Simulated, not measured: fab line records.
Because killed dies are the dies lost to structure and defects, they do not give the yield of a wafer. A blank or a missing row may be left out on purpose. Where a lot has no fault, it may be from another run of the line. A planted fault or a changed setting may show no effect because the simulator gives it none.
fab line records | flow n5_finfet
[record] lots = 7 wafers = 18 last_day = 16
route steps=1938 shown BEOL_M6@1228 PASSIVATION@1936
lots that met no fault: taken from a fault-free run of the same line
start_h: hours from the record's opening day to when the first of the lot's shown wafers began | wait_h: how many hours have passed since the lot's step before this one | " unchanged from the row above | L1.1+2: a row that stands for several wafers | - either no value or no given start | * or withheld: withheld | < > ~ a bound
route shown NAME@n: NAME is a module with steps in the file, n the number in the route of the first one | usual: mean/standard deviation taken from wafers without a fault | same: alike in all rows | chamber/n: place in a boat | sites: per-site readings | _std_site: how widely they spread, as a standard deviation | _edge_site: inner sites' mean taken away from outer sites' mean | radius_mm: how far each site lies from the wafer's centre | mask NAME#n: copy n | behind: the most recent tool/chamber to have shaped the wafer | hold: why the lot was held/for how many hours/how that ended | device: names the non-switching transistor (n, p or np) | end of line: tests of these same wafers at the route's end | a step given without rows: its recipe and nothing more | killed: not the wafer's yield, but the dies lost to structure and defects at the first sort | map: per-die view of a wafer (x killed, . not killed, _ where there is no die)
set.NAME: the setting as run; set.NAME@STEP: as run at that earlier step | model.NAME: the simulator's own value behind a step, which no gauge read
lots at selected steps of the route; one table per step, one row per wafer
services: the hour from which a tool's chamber was out of use, counted from the record's first day as start_h (under 0 if before that day), plus the number of hours and why
[[steps]]
[step N5_BEOL_M6_OVL_MEAS_29]
[recipe] points_per_wafer = 522
[usual] V5_OVL = 0.4/0.65
// columns lot.wafer tool chamber start_h wait_h V5_OVL[nm]
L165.1 overlay-01 0 241.00 0.0 0.2
L165.2 " 0 " " -0.5
L165.3 " 0 " " 0.4
L168.1 overlay-01 0 244.06 0.0 0.3
L168.4 " 0 " " -0.4
L168.6 " 0 " " -0.3
L167.1 overlay-02 0 263.56 0.0 0.6
L167.2 " 0 " " 0.3
L171.1 overlay-01 0 266.11 0.0 0.3
L171.5 " 0 " " -0.6
L172.1 overlay-01 0 280.23 0.0 0.1
L172.2 " 0 " " -0.2
L172.3 " 0 " " 0.8
L173.2 overlay-02 0 294.35 0.0 0.0
L173.4 " 0 " " 0.3
L174.1 overlay-02 0 297.48 0.0 0.8
L174.2 " 0 " " 0.3
L174.4 " 0 " " 0.6
[step N5_BEOL_M6_INSPECT_30]
[recipe] mode = adi inspect_instrument = brightfield
[usual] raw_defect_count = 416/96
// columns lot.wafer tool chamber start_h wait_h raw_defect_count
L165.1 defect_inspect-01 - 241.05 0.1 753
L165.2 " - " " 536
L165.3 " - " " 418
L168.1 defect_inspect-01 - 244.11 0.1 336
L168.4 " - " " 387
L168.6 " - " " 632
L167.1 defect_inspect-02 - 263.61 0.1 473
L167.2 " - " " 301
L171.1 defect_inspect-01 - 266.16 0.1 262
L171.5 " - " " 289
L172.1 defect_inspect-01 - 280.29 0.1 644
L172.2 " - " " 426
L172.3 " - " " 497
L173.2 defect_inspect-02 - 294.41 0.0 430
L173.4 " - " " 417
L174.1 defect_inspect-02 - 297.54 0.1 380
L174.2 " - " " 381
L174.4 " - " " 349
[step N5_BEOL_M6_DESCUM_33]
[recipe] chemistry = O2 time_s = 7 source_power_w = 50 bias_power_w = 20 pressure_mtorr = 20 rf_frequency_hz = 2.712e+07 temp_c = 40 resist = CAR-EUV o2_flow_sccm = 225
[usual] bias_power_w = 19.99/0.054 drypump_motor_current_A = 5.6/0.59 oes_product_au = 0.80/0.1 rf_vpp_V = 242.7/1.4 showerhead_plenum_p_Torr = 2.07/0.072 throttle_valve_pct = 20.37/0.28
// columns lot.wafer tool chamber start_h wait_h bias_power_w drypump_motor_current_A oes_product_au rf_hours_counter_h rf_vpp_V showerhead_plenum_p_Torr throttle_valve_pct
L165.1 rie_diel-06 1 241.28 0.2 20.05 4.9 0.75 179 240.0 2.01 20.87
L165.2 " 2 " " 20.06 6.6 0.98 13 244.9 2.23 20.08
L165.3 " 3 " " 19.89 5.5 0.66 246 240.7 1.96 20.57
L168.1 rie_diel-01 2 244.48 0.4 20.00 6.4 0.81 91 243.7 2.12 20.00
L168.4 " 1 " " 20.07 5.1 0.71 185 243.3 2.06 20.32
L168.6 " 3 " " 19.96 5.2 0.92 - 243.0 2.04 20.14
L167.1 rie_diel-01 0 264.12 0.5 20.07 4.9 0.78 139 241.4 2.02 20.66
L167.2 " 1 " " 20.04 5.1 0.72 192 242.9 2.06 20.33
L171.1 rie_diel-01 0 266.20 0.0 20.03 4.9 0.77 140 242.9 2.02 20.66
L171.5 " 0 " " 20.00 4.9 0.78 - 242.1 2.02 20.65
L172.1 rie_diel-06 1 280.32 0.0 20.05 4.9 0.73 197 240.7 2.00 20.89
L172.2 " 3 " " 19.93 5.5 0.94 5 245.1 2.22 20.35
L172.3 " 2 " " 20.06 6.6 0.95 28 243.7 2.22 20.11
L173.2 rie_diel-01 1 294.44 0.0 19.93 5.1 0.72 201 243.4 2.06 20.34
L173.4 " 2 " " 19.96 6.5 0.79 109 243.7 2.11 20.03
L174.1 rie_diel-05 0 297.57 0.0 19.99 6.1 0.83 77 242.8 2.04 20.16
L174.2 " 3 " " 20.04 6.1 0.69 245 244.7 2.13 20.72
L174.4 " 1 " " 20.05 5.8 0.94 18 243.4 2.05 20.17
[step N5_BEOL_M6_ETCH_72]
[recipe] chemistry = N2/H2 target = underlayer target_depth_a = 65 mask_material = CAR-EUV time_s = 5.2 ion_energy_ev = 200 pressure_mtorr = 30 source_w = 840 bias_w = 150 n2_flow_sccm = 200 h2_flow_sccm = 200 ends = cleared
[usual] drypump_motor_current_A = 5.6/0.59 etch_rf_on_time_s = 5.19/0.11 oes_product_au = 0.68/0.082 rf_vpp_V = 523.0/2.8 showerhead_plenum_p_Torr = 2.52/0.089 throttle_valve_pct = 17.85/0.3
// columns lot.wafer tool chamber start_h wait_h drypump_motor_current_A etch_rf_on_time_s oes_product_au rf_hours_counter_h rf_vpp_V showerhead_plenum_p_Torr throttle_valve_pct
L165.1 rie_diel-06 1 241.32 0.0 4.9 5.21 0.62 179 522.5 2.43 18.14
L165.2 " 2 " " 6.6 5.13 0.82 13 529.3 2.72 17.59
L165.3 " 3 " " 5.5 5.40 0.56 246 521.5 2.42 18.36
L168.1 rie_diel-01 2 244.51 0.0 6.4 4.94 0.70 91 522.0 2.56 17.32
L168.4 " 1 " " 5.1 5.19 0.62 185 527.1 2.53 17.86
L168.6 " 3 " " 5.3 5.26 0.80 - 518.8 2.51 17.74
L167.1 rie_diel-01 0 264.16 0.0 4.9 5.19 0.66 139 522.1 2.45 17.98
L167.2 " 1 " " 5.1 5.18 0.62 192 526.3 2.53 17.91
L171.1 rie_diel-01 0 266.23 0.0 4.9 5.26 0.66 140 519.7 2.45 17.97
L171.5 " 0 " " 4.9 5.23 0.65 - 521.8 2.45 17.97
L172.1 rie_diel-06 1 280.36 0.0 4.9 5.13 0.62 197 520.7 2.42 18.15
L172.2 " 3 " " 5.5 5.12 0.79 5 527.9 2.74 18.08
L172.3 " 2 " " 6.6 5.09 0.80 28 528.6 2.71 17.60
L173.2 rie_diel-01 1 294.47 0.0 5.0 5.24 0.60 201 523.6 2.52 17.89
L173.4 " 2 " " 6.5 5.02 0.68 109 525.1 2.55 17.38
L174.1 rie_diel-05 0 297.61 0.0 6.1 5.18 0.71 77 520.4 2.47 17.62
L174.2 " 3 " " 6.1 5.10 0.59 245 527.4 2.60 18.27
L174.4 " 1 " " 5.8 5.16 0.80 18 522.4 2.48 17.53
[step N5_BEOL_M6_ETCH_65]
[recipe] chemistry = CF4 target = SiARC target_depth_a = 156 mask_material = CAR-EUV time_s = 26 ion_energy_ev = 80 pressure_mtorr = 40 source_w = 545 bias_w = 36 Ar_flow_sccm = 100 cf4_flow_sccm = 100 ends = cleared
[usual] drypump_motor_current_A = 5.6/0.59 etch_rf_on_time_s = 26.0/0.48 oes_product_au = 0.68/0.084 rf_vpp_V = 183.8/1.2 showerhead_plenum_p_Torr = 2.12/0.072 throttle_valve_pct = 15.58/0.29
// columns lot.wafer tool chamber start_h wait_h drypump_motor_current_A etch_rf_on_time_s oes_product_au rf_hours_counter_h rf_vpp_V showerhead_plenum_p_Torr throttle_valve_pct
L165.1 rie_diel-06 1 241.33 0.0 4.8 26.1 0.63 179 183.2 2.07 16.03
L165.2 " 2 " " 6.6 25.9 0.83 13 186.2 2.28 15.28
L165.3 " 3 " " 5.5 26.9 0.56 246 181.5 2.03 15.90
L168.1 rie_diel-01 2 244.53 0.0 6.5 25.2 0.70 91 183.0 2.17 15.27
L168.4 " 1 " " 5.1 26.2 0.61 185 183.7 2.12 15.60
L168.6 " 3 " " 5.2 26.4 0.80 - 183.1 2.09 15.27
L167.1 rie_diel-01 0 264.18 0.0 4.9 26.1 0.66 139 183.2 2.06 15.73
L167.2 " 1 " " 5.1 25.9 0.61 192 184.8 2.12 15.61
L171.1 rie_diel-01 0 266.25 0.0 4.9 26.1 0.66 140 183.5 2.06 15.72
L171.5 " 0 " " 4.9 26.1 0.66 - 182.5 2.06 15.72
L172.1 rie_diel-06 1 280.38 0.0 4.9 25.3 0.63 197 182.3 2.06 16.05
L172.2 " 3 " " 5.4 26.1 0.79 5 184.6 2.28 15.47
L172.3 " 2 " " 6.6 25.6 0.79 28 185.7 2.28 15.29
L173.2 rie_diel-01 1 294.49 0.0 5.0 25.8 0.61 201 183.9 2.12 15.63
L173.4 " 2 " " 6.5 25.2 0.68 109 184.7 2.16 15.33
L174.1 rie_diel-05 0 297.62 0.0 6.1 26.1 0.71 77 181.9 2.09 15.34
L174.2 " 3 " " 6.1 25.9 0.58 245 184.6 2.19 16.05
L174.4 " 1 " " 5.8 26.0 0.79 18 183.5 2.10 15.37
[step N5_BEOL_M6_ETCH_66]
[recipe] chemistry = N2/H2 target = SOC target_depth_a = 800 overetch_a = 160 mask_material = SiARC temp_c = 40 time_s = 120 ion_energy_ev = 200 pressure_mtorr = 30 source_w = 840 bias_w = 150 n2_flow_sccm = 200 h2_flow_sccm = 200
[step N5_BEOL_M6_STRIP_69]
[recipe] chemistry = N2/H2 temp_c = 40 n2_flow_sccm = 200 h2_flow_sccm = 200 rf_frequency_hz = 6e+07
[step N5_BEOL_M6_STRIP_73]
[recipe] chemistry = N2/H2 temp_c = 40 n2_flow_sccm = 200 h2_flow_sccm = 200 rf_frequency_hz = 6e+07
[step N5_BEOL_M6_VIA_ETCH_34]
[recipe] chemistry = C4F6/O2 target = SiCOH_lowk target_depth_a = 1263 mask_material = SOC taper_deg = 4 time_s = 50.9 ion_energy_ev = 250 pressure_mtorr = 30 source_w = 345 bias_w = 185 Ar_flow_sccm = 300 C4F6_flow_sccm = 10 O2_flow_sccm = 10
[step N5_BEOL_M6_STRIP_76]
[recipe] chemistry = C4F6/O2 resist = SiARC rf_frequency_hz = 6e+07
[step N5_BEOL_M6_STRIP_36]
[recipe] chemistry = N2/H2 power_w = 450 temp_c = 40 pressure_mtorr = 20 rf_frequency_hz = 6e+07 overash_fraction = 0.3 bias_power_w = 7 h2_frac = 0.5 n2_flow_sccm = 200 h2_flow_sccm = 200
[step N5_BEOL_M6_TRENCH_ETCH_37]
[recipe] chemistry = C4F6/O2 target_depth_a = 944.35 target = SiCOH_lowk time_s = 31.5 ion_energy_ev = 250 pressure_mtorr = 30 source_w = 345 bias_w = 185 Ar_flow_sccm = 300 C4F6_flow_sccm = 10 O2_flow_sccm = 10
[usual] drypump_motor_current_A = 5.6/0.59 oes_product_au = 0.80/0.097 rf_vpp_V = 668/8.9 run_length_s = 54.8/0.35 showerhead_plenum_p_Torr = 2.83/0.095 throttle_valve_pct = 20.92/0.3
// columns lot.wafer tool chamber start_h wait_h drypump_motor_current_A oes_product_au rf_hours_counter_h rf_vpp_V run_length_s showerhead_plenum_p_Torr throttle_valve_pct
L165.1 rie_diel-06 1 - - 4.9 0.74 179 654 54.9 2.75 21.41
L165.2 " 2 " " 6.6 0.97 13 670 55.0 3.03 20.61
L165.3 " 3 " " 5.5 0.67 246 674 54.3 2.71 21.25
L168.1 rie_diel-01 2 - - 6.4 0.80 91 657 54.5 2.89 20.62
L168.4 " 1 " " 5.1 0.71 185 667 54.7 2.82 20.82
L168.6 " 3 " " 5.3 0.93 - 679 55.1 2.78 20.64
L167.1 rie_diel-01 0 - - 4.9 0.77 139 675 54.7 2.73 20.97
L167.2 " 1 " " 5.0 0.72 192 669 54.7 2.81 20.83
L171.1 rie_diel-01 0 - - 4.9 0.77 140 673 54.8 2.73 21.00
L171.5 " 2 " " 6.4 0.80 - 657 54.9 2.89 20.61
L172.1 rie_diel-06 1 - - 4.9 0.72 197 655 55.6 2.74 21.45
L172.2 " 3 " " 5.5 0.93 5 686 54.4 3.05 21.01
L172.3 " 2 " " 6.6 0.93 28 670 54.7 3.02 20.61
L173.2 rie_diel-01 1 - - 5.1 0.71 201 668 54.6 2.81 20.86
L173.4 " 2 " " 6.4 0.80 109 659 54.6 2.89 20.63
L174.1 rie_diel-05 0 - - 6.1 0.82 78 658 54.2 2.78 20.66
L174.2 " 3 " " 6.1 0.69 245 671 54.3 2.92 21.37
L174.4 " 1 " " 5.8 0.93 19 668 54.7 2.81 20.75
[step N5_BEOL_M6_ETCH_41]
[recipe] chemistry = CH3F/O2 target = SiCN target_depth_a = 297 taper_deg = 2 time_s = 52 ion_energy_ev = 120 mask_material = TiN pressure_mtorr = 30 source_w = 395 bias_w = 75 Ar_flow_sccm = 150 CH3F_flow_sccm = 30 O2_flow_sccm = 20
[usual] drypump_motor_current_A = 5.6/0.59 oes_product_au = 0.80/0.097 rf_vpp_V = 297.0/1.6 run_length_s = 75.3/0.35 showerhead_plenum_p_Torr = 1.99/0.07 throttle_valve_pct = 16.31/0.3
// columns lot.wafer tool chamber start_h wait_h drypump_motor_current_A oes_product_au rf_hours_counter_h rf_vpp_V run_length_s showerhead_plenum_p_Torr throttle_valve_pct model.etch.depth_nm
L165.1 rie_diel-06 1 241.59 - 4.9 0.73 179 295.4 76.1 1.93 16.76 19.62
L165.2 " 2 " " 6.6 0.97 13 301.0 75.3 2.13 15.96 19.94
L165.3 " 3 " " 5.5 0.66 246 295.1 75.2 1.90 16.65 19.21
L168.1 rie_diel-01 2 244.78 - 6.4 0.82 91 298.3 75.0 2.03 16.01 19.92
L168.4 " 1 " " 5.1 0.72 185 296.1 75.1 1.98 16.27 19.5
L168.6 " 3 " " 5.2 0.94 - 297.9 75.4 1.95 16.01 19.78
L167.1 rie_diel-01 0 264.43 - 4.9 0.78 139 294.2 66.5 1.92 16.42 16.22
L167.2 " 1 " " 5.0 0.72 192 295.9 75.9 1.98 16.30 19.74
L171.1 rie_diel-01 0 266.50 - 4.9 0.79 140 295.8 65.9 1.92 16.41 16.2
L171.5 " 2 " " 6.4 0.81 - 298.0 74.9 2.03 16.02 20.17
L172.1 rie_diel-06 1 280.63 - 4.9 0.72 197 295.5 75.5 1.92 16.81 19.66
L172.2 " 3 " " 5.4 0.92 5 299.4 74.6 2.14 16.27 19.86
L172.3 " 2 " " 6.6 0.92 28 299.8 75.1 2.13 15.99 19.68
L173.2 rie_diel-01 1 294.74 - 5.1 0.72 201 298.3 75.3 1.97 16.28 19.79
L173.4 " 2 " " 6.4 0.80 109 299.7 65.3 2.03 16.05 16.39
L174.1 rie_diel-05 0 297.88 - 6.1 0.82 78 296.1 75.1 1.95 16.04 19.54
L174.2 " 3 " " 6.1 0.68 245 298.4 74.8 2.05 16.79 19.64
L174.4 " 1 " " 5.8 0.93 19 296.2 75.1 1.97 16.08 19.82
[step N5_BEOL_M6_STRIP_80]
[recipe] chemistry = N2/H2 time_s = 10 power_w = 450 temp_c = 40 pressure_mtorr = 20 rf_frequency_hz = 6e+07 bias_power_w = 7 n2_flow_sccm = 200 h2_flow_sccm = 200
[usual] bias_power_w = 7.002/0.023 drypump_motor_current_A = 5.6/0.59 oes_product_au = 0.80/0.099 rf_vpp_V = 59.1/0.9 showerhead_plenum_p_Torr = 2.52/0.089 throttle_valve_pct = 23.6/0.34
// columns lot.wafer tool chamber start_h wait_h bias_power_w drypump_motor_current_A oes_product_au rf_hours_counter_h rf_vpp_V showerhead_plenum_p_Torr throttle_valve_pct
L165.1 rie_diel-06 1 - - 7.010 4.9 0.74 179 60.6 2.43 23.9
L165.2 " 2 " " 6.987 6.7 0.97 13 59.2 2.71 23.5
L165.3 " 3 " " 7.041 5.5 0.67 246 60.2 2.42 24.3
L168.1 rie_diel-01 2 - - 7.025 6.4 0.81 91 59.1 2.55 22.9
L168.4 " 1 " " 6.976 5.1 0.72 185 59.2 2.53 23.7
L168.6 " 3 " " 7.006 5.2 0.94 - 59.4 2.51 23.6
L167.1 rie_diel-01 0 - - 7.022 4.9 0.78 139 59.4 2.44 23.8
L167.2 " 1 " " 6.969 5.1 0.72 192 60.0 2.52 23.7
L171.1 rie_diel-01 0 - - 7.045 4.9 0.78 140 57.7 2.44 23.7
L171.5 " 2 " " 6.980 6.4 0.80 - 60.6 2.55 22.9
L172.1 rie_diel-06 1 - - 7.016 4.9 0.73 197 59.4 2.42 23.9
L172.2 " 3 " " 6.977 5.5 0.94 5 59.3 2.74 24.3
L172.3 " 2 " " 7.024 6.6 0.94 28 60.6 2.71 23.5
L173.2 rie_diel-01 1 - - 7.029 5.1 0.71 201 58.4 2.52 23.7
L173.4 " 2 " " 6.983 6.4 0.79 109 59.5 2.55 23.0
L174.1 rie_diel-05 0 - - 6.973 6.1 0.84 78 58.3 2.47 23.4
L174.2 " 3 " " 6.969 6.1 0.68 245 60.1 2.60 23.9
L174.4 " 1 " " 7.006 5.8 0.93 19 58.6 2.48 23.3
[step N5_PASSIVATION_PROBE_49]
[usual] defect_limited_yield = 91.2/1.4 killed_at_M0_to_M3 = 35/11 killed_at_M4_up = 14/5.6 killed_at_contacts = 12/5.6 killed_at_front_end = 38/11 killed_at_other = 4/3.4 killed_dies = 103/17 killed_open = 68/12 killed_short = 33/8.8 sort_bin_5_function = 5.1/0.89 sort_bin_6_memory = 3.3/0.71 sort_n_pass = 1077/17 sort_yield_pct = 91.2/1.4
[same] gross_dies = 1180 killed_at_back_side = 0 sort_bin_4_leakage[%] = 0 sort_bin_8_speed[%] = 0
// columns lot.wafer tool chamber start_h wait_h defect_limited_yield[%] killed_at_M0_to_M3 killed_at_M4_up killed_at_contacts killed_at_front_end killed_at_other killed_dies killed_open killed_short sort_bin_5_function[%] sort_bin_6_memory[%] sort_n_pass sort_yield_pct[%]
L165.1 prober-02 - 330.01 0.0 92.9 32 11 15 23 3 84 63 20 3.8 3.2 1096 92.9
L165.2 prober-02 - 330.06 0.1 92.8 18 12 12 43 0 85 59 25 3.6 3.1 1095 92.8
L165.3 prober-02 - 330.11 0.1 92.7 35 14 4 33 0 86 62 24 3.7 3.1 1094 92.7
L168.1 prober-01 - 335.17 0.0 89.5 47 25 15 29 8 124 76 41 5.8 4.0 1056 89.5
L168.4 prober-01 - 335.32 0.2 92.2 33 12 9 34 4 92 70 20 4.9 2.7 1088 92.2
L168.6 prober-01 - 335.42 0.3 90.8 44 5 11 45 4 109 73 36 4.9 4.2 1071 90.8
L167.1 prober-01 - 352.61 0.0 94.2 32 5 8 23 1 69 40 27 3.8 1.9 1111 94.2
L167.2 prober-01 - 352.66 0.1 91.0 54 4 13 30 5 106 66 40 4.4 4.2 1074 91.0
L171.1 prober-01 - 358.57 0.0 89.6 53 8 6 51 5 123 83 33 5.8 4.2 1057 89.6
L171.5 prober-01 - 358.77 0.2 91.4 24 17 22 35 4 102 71 29 4.7 3.7 1078 91.4
L174.4 prober-01 - 395.32 0.9 91.7 38 18 8 34 0 98 67 30 4.6 3.4 1082 91.7
// killed by level:class
L165.1 MOL_CONTACT_COAG:geometric_particle:open=13 BEOL_M3:geometric_particle:open=9 FIN_SAQP:geometric_particle:open=7 BEOL_M0_SAQP:geometric_particle:open=7 BEOL_M2:geometric_particle:open=6 BEOL_M1:geometric_particle:open=4 FIN_SAQP:geometric_particle:short=3 BEOL_M4:geometric_particle:open=3
L165.2 FIN_SAQP:geometric_particle:open=11 MOL_CONTACT_COAG:geometric_particle:open=11 GATE_CUT:geometric_particle:short=6 BEOL_M2:geometric_particle:open=5 BEOL_M5:geometric_particle:open=5 FIN_SAQP:geometric_particle:short=4 DUMMY_GATE:geometric_particle:open=4 GATE_CUT:geometric_particle:open=4
L165.3 FIN_SAQP:geometric_particle:open=11 BEOL_M3:geometric_particle:open=11 BEOL_M4:geometric_particle:open=8 BEOL_M0_SAQP:geometric_particle:open=7 BEOL_M2:geometric_particle:open=6 GATE_CUT:geometric_particle:short=5 BEOL_M1:geometric_particle:open=5 FIN_SAQP:geometric_particle:short=4
L168.1 MOL_CONTACT_COAG:geometric_particle:open=12 BEOL_M2:geometric_particle:open=12 BEOL_M4:geometric_particle:short=11 BEOL_M1:geometric_particle:open=10 BEOL_M3:geometric_particle:open=8 BEOL_M0_SAQP:geometric_particle:open=7 BEOL_M0_SAQP:geometric_particle:short=6 FIN_SAQP:geometric_particle:short=4
L168.4 FIN_SAQP:geometric_particle:open=14 BEOL_M1:geometric_particle:open=9 BEOL_M3:geometric_particle:open=9 MOL_CONTACT_COAG:geometric_particle:open=8 STI_FIN_REVEAL:geometric_particle:open=5 BEOL_M3:geometric_particle:short=4 BEOL_M2:geometric_particle:open=4 BEOL_M4:geometric_particle:open=4
L168.6 BEOL_M3:geometric_particle:open=12 FIN_SAQP:geometric_particle:open=9 BEOL_M0_SAQP:geometric_particle:open=9 BEOL_M1:geometric_particle:open=9 MOL_CONTACT_COAG:geometric_particle:open=8 STI_FIN_REVEAL:geometric_particle:open=6 ILD0:geometric_particle:open=6 BEOL_M0_SAQP:geometric_particle:short=6
L167.1 BEOL_M0_SAQP:geometric_particle:short=12 DUMMY_GATE:geometric_particle:open=7 MOL_CONTACT_COAG:geometric_particle:open=5 BEOL_M1:geometric_particle:open=5 ILD0:geometric_particle:open=4 BEOL_M0_SAQP:geometric_particle:open=4 FIN_SAQP:geometric_particle:short=3 MOL_CONTACT_COAG:geometric_particle:short=3
L167.2 BEOL_M2:geometric_particle:open=11 BEOL_M1:geometric_particle:open=10 BEOL_M0_SAQP:geometric_particle:open=10 MOL_CONTACT_COAG:geometric_particle:open=8 FIN_SAQP:geometric_particle:open=7 BEOL_M0_SAQP:geometric_particle:short=7 FIN_SAQP:geometric_particle:short=5 MOL_CONTACT_COAG:geometric_particle:short=5
L171.1 STI_FIN_REVEAL:geometric_particle:open=29 BEOL_M3:geometric_particle:open=13 BEOL_M0_SAQP:geometric_particle:open=12 BEOL_M0_SAQP:geometric_particle:short=10 BEOL_M1:geometric_particle:open=5 HKMG_FIN:area_etch=5 GATE_CUT:geometric_particle:short=4 BEOL_M3:geometric_particle:short=4
L171.5 MOL_CONTACT_COAG:geometric_particle:open=18 STI_FIN_REVEAL:geometric_particle:open=16 BEOL_M4:geometric_particle:open=11 BEOL_M3:geometric_particle:open=7 STI_FIN_REVEAL:geometric_particle:short=6 BEOL_M0_SAQP:geometric_particle:short=5 FIN_SAQP:geometric_particle:open=4 MOL_CONTACT_COAG:geometric_particle:short=4
L174.4 BEOL_M1:geometric_particle:open=11 BEOL_M4:geometric_particle:open=9 STI_FIN_REVEAL:geometric_particle:open=7 GATE_CUT:geometric_particle:short=7 MOL_CONTACT_COAG:geometric_particle:open=7 BEOL_M0_SAQP:geometric_particle:open=6 FIN_SAQP:geometric_particle:open=5 BEOL_M0_SAQP:geometric_particle:short=5
[[services]]
// columns tool chamber start_h hours kind
rie_diel-05 1 219.55 - clean
rie_diel-05 1 219.55 - consumable_replace:focus_ring
rie_diel-05 1 219.55 26.5 scheduled_down
rie_diel-05 1 219.55 26.5 vent_cycle
rie_diel-05 - 220.37 0.1 repair
rie_diel-05 - 242.12 2.8 pm
rie_diel-05 0 249.32 13.7 repair
rie_diel-06 3 249.67 - clean
rie_diel-06 3 249.67 - consumable_replace:focus_ring
rie_diel-06 3 249.67 - consumable_replace:showerhead
rie_diel-06 3 249.67 21.2 scheduled_down
rie_diel-06 3 249.67 21.2 vent_cycle
rie_diel-01 1 266.36 5.0 repair
[[key]]
[first_sign] step = N5_BEOL_M6_ETCH_41 reading = run_length_s direction = down sigmas = 27 usual = * struck = *
effect none on later readings
[model_effect] step = N5_BEOL_M6_ETCH_41 value = etch.depth_nm without = 19.93 struck = 16.27
met_at N5_BEOL_M6_ETCH_41
struck_wafers L167.1,L171.1,L173.4
onset_between 244.78 264.43
[fault] kind = process_parameter_drift tool = rie_diel-01 chamber = - onset_h = 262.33 steps = N5_BEOL_M6_ETCH_41 channel = time_s offset = * shape = step end_h = 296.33 scope = struck_wafers_only acts_in = * stated = *
